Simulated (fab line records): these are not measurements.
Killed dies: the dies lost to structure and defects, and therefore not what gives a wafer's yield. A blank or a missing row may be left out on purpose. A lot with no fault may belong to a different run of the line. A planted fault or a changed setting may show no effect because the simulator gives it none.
Matching of chambers :: flow n5 finfet :: N5_FIN_CUT_STRIP_24 on rie diel-01: 4 sister chambers
The step strips in CF4. 4 wafers are shown with their chamber, then 9 later ones without.

## WAFERS, EACH WITH ITS CHAMBER
wafer: L089.5
chamber: 1
showerhead plenum p Torr (Torr): 1.87

wafer: L091.2
chamber: 2
showerhead plenum p Torr (Torr): 1.80

wafer: L091.5
chamber: 3
showerhead plenum p Torr (Torr): 1.67

wafer: L091.6
chamber: 0
showerhead plenum p Torr (Torr): 1.82

## WAFERS WITH NO CHAMBER GIVEN
wafer: L093.1
showerhead plenum p Torr (Torr): 1.82

wafer: L093.3
showerhead plenum p Torr (Torr): 1.80

wafer: L093.6
showerhead plenum p Torr (Torr): 1.80

wafer: L094.2
showerhead plenum p Torr (Torr): 1.80

wafer: L094.4
showerhead plenum p Torr (Torr): 1.67

wafer: L094.5
showerhead plenum p Torr (Torr): 1.67

wafer: L097.4
showerhead plenum p Torr (Torr): 1.67

wafer: L097.5
showerhead plenum p Torr (Torr): 1.80

wafer: L097.6
showerhead plenum p Torr (Torr): 1.86

## WHICH CHAMBER EACH WENT THROUGH
wafer: L093.1
from the rows above: 0
in truth: 0

wafer: L093.3
from the rows above: 2
in truth: 2

wafer: L093.6
from the rows above: 2
in truth: 2

wafer: L094.2
from the rows above: 2
in truth: 2

wafer: L094.4
from the rows above: 3
in truth: 3

wafer: L094.5
from the rows above: 3
in truth: 3

wafer: L097.4
from the rows above: 3
in truth: 3

wafer: L097.5
from the rows above: 2
in truth: 2

wafer: L097.6
from the rows above: 1
in truth: 1
Placed correctly: 9 of 9. Can't be placed from these rows: 0. 0 placed wrongly.
How it was worked out, from the rows above alone: a wafer's distance from a chamber is the root of the sum, over the readings, of the square of ((its reading less the chamber's mean) divided by the reading's scatter). The wafer belongs to the nearest chamber; if the next one is less than 2 further off, it can't be placed. A chamber's mean is the mean of its shown wafers. The scatter: root of mean squared gap, hidden wafer to nearest shown wafer, with one shown wafer a chamber.
